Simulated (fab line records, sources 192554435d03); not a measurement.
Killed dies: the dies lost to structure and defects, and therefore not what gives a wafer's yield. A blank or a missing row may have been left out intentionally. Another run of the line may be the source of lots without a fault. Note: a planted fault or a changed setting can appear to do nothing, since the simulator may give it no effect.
fab line records -- flow n5-finfet -- part 2 of 2: steps 24 to 30 of 30
[record] lots = 5, wafers = 15, last-day = 17
route steps=1938 shown SD_EPI_N@280 SD_EPI_P@295
lots with no fault: from the same line, run without faults
start-h: hours from the record's first day to the start of the lot's first wafer shown -- wait-h: hours elapsed since this lot's preceding step -- " repeats the value in the row above -- L1.1+2: a row that stands for several wafers -- - no value, or no start was given -- * or withheld: withheld -- < > ~ a bound
route shown NAME@n: a module of which the file shows steps, and the number in the route of the first -- usual: average and standard deviation across the fault-free wafers -- same: alike in all rows -- chamber/n: place in a boat -- sites: the reading at each site -- _std_site: standard deviation across them -- _edge_site: outer sites' mean less inner sites' -- radius-mm: for every site, how far away it sits from the centre of the wafer -- mask NAME#n: copy n -- behind: the most recent tool/chamber to have shaped the wafer -- hold: cause of the lot's hold/its duration in hours/its outcome -- device: whichever transistor did not switch (one of n, p or np) -- end of line: the same wafers' tests at the end of the route -- where a step has no rows: the recipe by itself -- killed: dies lost to structure and defects at the first sort, not the wafer's yield -- map: dies across one wafer; x = killed, . = not, _ = none there
set.NAME: setting as actually run; set.NAME@STEP: the setting as run at that earlier step -- model.NAME: the simulator's own value behind a step, which no gauge read
lots at some steps of the route; a table a step, a row a wafer
services: a tool's chamber out of use, with start hour (start-h, from the record's first day; less than 0 if before it), hours out, and reason
[[steps]]
[step N5_SD_EPI_P_CD_MEAS_09]
[recipe] target-cd-nm = 240, landing-energy-ev = 500, detector = se-inlens
[usual] cd-nm = 240.3/0.84
lot.wafer,tool,chamber,start-h,wait-h,cd-nm
L074.2,cd-sem-03,0,54.15,-,241.0
L074.4,cd-sem-03,0,54.15,-,239.2
L074.5,cd-sem-03,0,54.15,-,240.3
L078.3,cd-sem-02,0,79.96,-,238.4
L078.4,cd-sem-02,0,79.96,-,239.0
L078.6,cd-sem-02,0,79.96,-,239.7
L083.1,cd-sem-03,0,108.79,-,240.5
L083.5,cd-sem-03,0,108.79,-,239.1
L083.6,cd-sem-03,0,108.79,-,239.3
L093.1,cd-sem-02,0,166.98,-,238.8
L093.3,cd-sem-02,0,166.98,-,239.2
L093.4,cd-sem-02,0,166.98,-,240.1
L096.3,cd-sem-02,0,187.60,-,240.8
L096.4,cd-sem-02,0,187.60,-,240.9
L096.6,cd-sem-02,0,187.60,-,242.2
[step N5_SD_EPI_P_OVL_MEAS_10]
[recipe] points-per-wafer = 44
[usual] SD_P_BLK_OVL = -0.7/0.81
lot.wafer,tool,chamber,start-h,wait-h,SD_P_BLK_OVL[nm]
L074.2,overlay-01,0,54.18,0.0,1.0
L074.4,overlay-01,0,54.18,0.0,0.6
L074.5,overlay-01,0,54.18,0.0,-0.1
L078.3,overlay-02,0,79.99,0.0,-2.3
L078.4,overlay-02,0,79.99,0.0,-0.9
L078.6,overlay-02,0,79.99,0.0,-1.8
L083.1,overlay-01,0,108.82,0.0,-0.2
L083.5,overlay-01,0,108.82,0.0,0.2
L083.6,overlay-01,0,108.82,0.0,-0.7
L093.1,overlay-01,0,167.01,0.0,0.0
L093.3,overlay-01,0,167.01,0.0,-0.1
L093.4,overlay-01,0,167.01,0.0,-2.3
L096.3,overlay-01,0,187.63,0.0,-1.8
L096.4,overlay-01,0,187.63,0.0,-0.8
L096.6,overlay-01,0,187.63,0.0,-1.7
[step N5_SD_EPI_P_INSPECT_11]
[recipe] mode = adi, inspect-instrument = macro
[usual] raw-defect-count = 2.0/1.5
lot.wafer,tool,chamber,start-h,wait-h,raw-defect-count
L074.2,defect-inspect-02,-,54.20,0.0,3
L074.4,defect-inspect-02,-,54.20,0.0,5
L074.5,defect-inspect-02,-,54.20,0.0,3
L078.3,defect-inspect-02,-,80.02,0.0,3
L078.4,defect-inspect-02,-,80.02,0.0,0
L078.6,defect-inspect-02,-,80.02,0.0,0
L083.1,defect-inspect-02,-,108.85,0.0,2
L083.5,defect-inspect-02,-,108.85,0.0,3
L083.6,defect-inspect-02,-,108.85,0.0,0
L093.1,defect-inspect-02,-,167.04,0.0,4
L093.3,defect-inspect-02,-,167.04,0.0,1
L093.4,defect-inspect-02,-,167.04,0.0,1
L096.3,defect-inspect-02,-,187.65,0.0,5
L096.4,defect-inspect-02,-,187.65,0.0,0
L096.6,defect-inspect-02,-,187.65,0.0,2
[step N5_SD_EPI_P_DESCUM_14]
[recipe] chemistry = O2, time-s = 7.9, source-power-w = 50, bias-power-w = 20, pressure-mtorr = 20, rf-frequency-hz = 2.712e+07, temp-c = 40, resist = CAR-ArF-block, o2-flow-sccm = 225
[usual] drypump-motor-current-A = 5.5/0.45, oes-product-au = 0.77/0.086, rf-vpp-V = 243.4/1.3, showerhead-plenum-p-Torr = 2.11/0.068, temp-c = 40.01/0.11, throttle-valve-pct = 20.39/0.17
[same] time-s = 7.9
lot.wafer,tool,chamber,start-h,wait-h,drypump-motor-current-A,oes-product-au,rf-hours-counter-h,rf-vpp-V,showerhead-plenum-p-Torr,temp-c,throttle-valve-pct
L074.2,rie-diel-01,3,55.56,1.4,5.7,0.73,156,243.9,2.17,40.06,20.25
L074.4,rie-diel-01,2,55.56,1.4,5.4,0.75,137,242.6,2.10,40.02,20.50
L074.5,rie-diel-01,1,55.56,1.4,6.0,0.69,-,243.0,2.07,39.83,20.31
L078.3,rie-diel-04,2,80.05,0.0,4.7,0.67,248,241.6,1.96,40.32,20.46
L078.4,rie-diel-04,3,80.05,0.0,5.9,0.73,178,240.7,2.00,39.95,20.80
L078.6,rie-diel-04,3,80.05,0.0,5.9,0.72,-,241.7,2.00,39.88,20.79
L083.1,rie-diel-01,1,108.88,0.0,6.0,0.68,235,242.8,2.06,40.04,20.33
L083.5,rie-diel-01,1,108.88,0.0,6.0,0.68,-,244.0,2.06,40.08,20.34
L083.6,rie-diel-01,2,108.88,0.0,5.4,0.73,-,243.5,2.09,40.01,20.53
L093.1,rie-diel-01,3,167.09,0.1,5.7,0.71,190,244.7,2.15,40.04,20.30
L093.3,rie-diel-01,0,167.09,0.1,5.3,0.84,74,244.7,2.22,39.89,20.44
L093.4,rie-diel-01,2,167.09,0.1,5.4,0.72,-,243.1,2.09,39.94,20.56
L096.3,rie-diel-02,2,187.68,0.0,5.1,0.71,208,240.8,2.08,40.08,20.33
L096.4,rie-diel-02,1,187.68,0.0,5.6,0.74,-,245.7,2.17,40.13,20.54
L096.6,rie-diel-02,2,187.68,0.0,5.1,0.71,-,243.8,2.08,39.88,20.31
[step N5_SD_EPI_P_ETCH_36]
[recipe] chemistry = CF4, target = SiARC, target-depth-a = 455, mask-material = CAR-ArF-block, time-s = 75.8, ion-energy-ev = 80, pressure-mtorr = 40, source-w = 545, bias-w = 36, Ar_flow_sccm = 100, cf4-flow-sccm = 100, ends = cleared
[usual] bias-w = 36.01/0.12, drypump-motor-current-A = 5.5/0.46, etch-rf-on-time-s = 75.1/2, oes-product-au = 0.66/0.076, rf-vpp-V = 184.2/1.2, showerhead-plenum-p-Torr = 2.16/0.067, throttle-valve-pct = 15.61/0.17
lot.wafer,tool,chamber,start-h,wait-h,bias-w,drypump-motor-current-A,etch-rf-on-time-s,oes-product-au,rf-hours-counter-h,rf-vpp-V,showerhead-plenum-p-Torr,throttle-valve-pct
L074.2,rie-diel-01,3,55.59,0.0,36.02,5.7,72.6,0.63,156,185.7,2.23,15.61
L074.4,rie-diel-01,2,55.59,0.0,35.93,5.4,76.0,0.64,137,183.5,2.14,15.68
L074.5,rie-diel-01,1,55.59,0.0,36.04,6.0,73.6,0.62,-,184.6,2.11,15.50
L078.3,rie-diel-04,2,80.08,0.0,36.15,4.7,74.4,0.58,248,182.6,2.04,15.88
L078.4,rie-diel-04,3,80.08,0.0,35.95,5.9,75.5,0.63,178,183.1,2.05,15.95
L078.6,rie-diel-04,3,80.08,0.0,36.00,5.9,75.4,0.63,-,184.7,2.05,15.96
L083.1,rie-diel-01,1,108.92,0.0,35.91,6.0,75.4,0.59,235,183.3,2.11,15.53
L083.5,rie-diel-01,1,108.92,0.0,35.94,5.9,75.0,0.60,-,183.8,2.11,15.53
L083.6,rie-diel-01,2,108.92,0.0,35.80,5.5,76.6,0.63,-,184.6,2.14,15.73
L093.1,rie-diel-01,3,167.13,0.0,36.02,5.7,74.1,0.61,190,186.0,2.22,15.67
L093.3,rie-diel-01,0,167.13,0.0,35.88,5.3,72.5,0.74,74,185.9,2.25,15.49
L093.4,rie-diel-01,2,167.13,0.0,35.95,5.4,76.6,0.62,-,182.0,2.13,15.76
L096.3,rie-diel-02,2,187.72,0.0,35.81,5.1,79.5,0.59,208,184.3,2.13,15.53
L096.4,rie-diel-02,1,187.72,0.0,36.08,5.6,74.1,0.64,-,183.3,2.24,15.83
L096.6,rie-diel-02,2,187.72,0.0,36.00,5.1,80.5,0.59,-,184.1,2.13,15.53
[step N5_SD_EPI_P_ETCH_37]
[recipe] chemistry = N2/H2, target = SOC, overetch-a = 1080, mask-material = SiARC, temp-c = 40, ion-energy-ev = 100, source-w = 3000, bias-w = 133, pressure-mtorr = 20, time-s = 486, n2-flow-sccm = 200, h2-flow-sccm = 200, ends = end-point
[usual] bias-w = 133.0/0.4, drypump-motor-current-A = 5.5/0.45, h2-flow-sccm = 200.0/0.58, oes-product-au = 0.68/0.073, rf-vpp-V = 240.9/1.4, showerhead-plenum-p-Torr = 2.56/0.083, temp-c = 40.00/0.11, throttle-valve-pct = 23.78/0.22
lot.wafer,tool,chamber,start-h,wait-h,bias-w,drypump-motor-current-A,h2-flow-sccm,oes-product-au,rf-hours-counter-h,rf-vpp-V,showerhead-plenum-p-Torr,temp-c,throttle-valve-pct
L074.2,rie-diel-01,3,55.65,0.0,133.2,5.7,200.7,0.65,156,243.3,2.63,39.92,23.44
L074.4,rie-diel-01,2,55.65,0.0,132.8,5.5,199.9,0.68,137,240.1,2.56,39.99,24.06
L074.5,rie-diel-01,1,55.65,0.0,133.0,6.0,199.5,0.63,-,239.4,2.49,40.00,23.45
L078.3,rie-diel-04,2,80.14,0.0,133.3,4.7,200.1,0.61,248,238.6,2.40,39.92,24.02
L078.4,rie-diel-04,3,80.14,0.0,133.5,6.0,200.1,0.65,179,240.4,2.41,40.14,23.90
L078.6,rie-diel-04,3,80.14,0.0,133.1,5.9,199.4,0.65,-,239.2,2.41,40.00,23.90
L083.1,rie-diel-01,1,108.97,0.0,133.4,6.0,199.6,0.62,235,239.8,2.48,39.98,23.46
L083.5,rie-diel-01,1,108.97,0.0,133.6,6.0,200.4,0.62,-,240.0,2.48,39.94,23.47
L083.6,rie-diel-01,2,108.97,0.0,133.5,5.4,199.0,0.66,-,240.6,2.56,40.01,24.06
L093.1,rie-diel-01,3,167.18,0.0,133.5,5.7,199.8,0.63,190,241.5,2.62,39.95,23.48
L093.3,rie-diel-01,0,167.18,0.0,133.2,5.3,200.1,0.74,74,243.4,2.68,40.01,23.76
L093.4,rie-diel-01,2,167.18,0.0,132.2,5.5,199.8,0.65,-,240.9,2.55,40.06,24.10
L096.3,rie-diel-02,2,187.77,0.0,132.9,5.1,199.3,0.63,208,241.2,2.53,40.01,23.80
L096.4,rie-diel-02,1,187.77,0.0,133.2,5.6,200.3,0.66,-,241.0,2.62,39.97,23.59
L096.6,rie-diel-02,2,187.77,0.0,133.6,5.2,199.6,0.64,-,239.0,2.53,40.04,23.80
[step N5_SD_EPI_P_STRIP_38]
[recipe] chemistry = N2/H2, temp-c = 40, n2-flow-sccm = 200, h2-flow-sccm = 200, rf-frequency-hz = 6e+07
lot.wafer,tool,chamber,start-h,wait-h
L074.2+4+5,rie-diel-01,"3,2,1",55.96,0.2
L078.3+4+6,rie-diel-04,"2,3,3",80.45,0.2
L083.1+5+6,rie-diel-01,"1,1,2",109.29,0.2
L093.1+3+4,rie-diel-01,"3,0,2",167.50,0.2
L096.3+4+6,rie-diel-02,"2,1,2",188.09,0.2
[[services]]
tool,chamber,start-h,hours,kind
rie-diel-02,3,32.22,3.4,repair
plasma-asher-02,-,38.73,1.3,repair
rie-diel-01,0,42.37,4.5,repair
arfi-scanner-01,-,42.92,3.7,repair
rie-diel-04,-,44.68,15.6,pm
rie-diel-01,0,51.11,3.1,repair
arfi-scanner-01,-,54.48,1.0,pm
rie-diel-02,2,57.22,10.9,repair
arfi-scanner-02,-,60.29,1.3,pm
epi-rpcvd-01,-,65.65,1.9,repair
arfi-scanner-02,-,82.75,4.9,pm
rie-diel-02,-,84.23,0.9,repair
plasma-asher-02,-,85.76,3.6,repair
rie-diel-02,2,87.37,1.3,repair
rie-diel-02,1,89.59,5.3,repair
rie-diel-01,1,91.99,3.6,repair
wet-bench-05,-,92.69,7.4,repair
arfi-scanner-01,-,92.97,1.3,pm
rie-diel-02,2,94.72,4.8,repair
wet-bench-05,-,121.17,1.9,pm
ald-sin-02,0,151.45,4.1,repair
ald-sin-02,1,171.39,20.0,repair
ald-sin-02,-,177.03,14.0,pm
rie-diel-01,1,187.31,5.4,repair
